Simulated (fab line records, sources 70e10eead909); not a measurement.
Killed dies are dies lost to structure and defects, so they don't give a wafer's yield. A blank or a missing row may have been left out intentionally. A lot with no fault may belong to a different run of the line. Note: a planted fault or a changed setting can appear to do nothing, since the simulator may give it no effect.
Chamber matching || flow nand-harc || NHARC_A_BLC_ALD_23 on ald-metal-04: 4 sister chambers
The step deposits TiN, target thk 3 nm, pulse time 1 s, ald cycles 150. 4 wafers are shown with their chamber, then 12 later ones without.

## WAFERS WITH THEIR CHAMBER
{"wafer": "L085.1", "chamber": 3, "heater-power-w (W)": 1153}
{"wafer": "L088.1", "chamber": 2, "heater-power-w (W)": 970}
{"wafer": "L088.2", "chamber": 1, "heater-power-w (W)": 1104}
{"wafer": "L088.5", "chamber": 0, "heater-power-w (W)": 1095}

## WAFERS WHOSE CHAMBER IS MISSING
{"wafer": "L092.4", "heater-power-w (W)": 940}
{"wafer": "L092.5", "heater-power-w (W)": 1196}
{"wafer": "L092.6", "heater-power-w (W)": 1098}
{"wafer": "L094.1", "heater-power-w (W)": 1182}
{"wafer": "L094.3", "heater-power-w (W)": 1108}
{"wafer": "L094.4", "heater-power-w (W)": 1100}
{"wafer": "L095.1", "heater-power-w (W)": 1197}
{"wafer": "L095.2", "heater-power-w (W)": 979}
{"wafer": "L095.4", "heater-power-w (W)": 1088}
{"wafer": "L095.3", "heater-power-w (W)": 1082}
{"wafer": "L095.5", "heater-power-w (W)": 966}
{"wafer": "L095.6", "heater-power-w (W)": 1096}

## WHICH CHAMBER EACH WENT THROUGH
{"wafer": "L092.4", "from the rows above": 2, "in truth": 2}
{"wafer": "L092.5", "from the rows above": 3, "in truth": 3}
{"wafer": "L092.6", "from the rows above": "can't be placed: 0 or 1", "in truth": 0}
{"wafer": "L094.1", "from the rows above": 3, "in truth": 3}
{"wafer": "L094.3", "from the rows above": "can't be placed: 1 or 0 or 3", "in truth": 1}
{"wafer": "L094.4", "from the rows above": "can't be placed: 1 or 0", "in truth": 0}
{"wafer": "L095.1", "from the rows above": 3, "in truth": 3}
{"wafer": "L095.2", "from the rows above": 2, "in truth": 2}
{"wafer": "L095.4", "from the rows above": "can't be placed: 0 or 1", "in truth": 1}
{"wafer": "L095.3", "from the rows above": "can't be placed: 0 or 1", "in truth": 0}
{"wafer": "L095.5", "from the rows above": 2, "in truth": 2}
{"wafer": "L095.6", "from the rows above": "can't be placed: 0 or 1", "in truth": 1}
Correctly placed: 6 of 12. Unplaceable from these rows: 6, with the true chamber sitting among the candidates in 6. Placed wrongly: 0.
How it was worked out, from the rows above alone: a wafer's distance from a chamber is the root of the sum, over the readings, of the square of ((its reading less the chamber's mean) divided by the reading's scatter). The wafer belongs to the nearest chamber; if the next one is less than 2 further off, it can't be placed. A chamber's mean is the mean of its shown wafers. The scatter (one wafer shown for each chamber): square how far every hidden wafer sits from the nearest shown wafer, average those squares and take the square root.
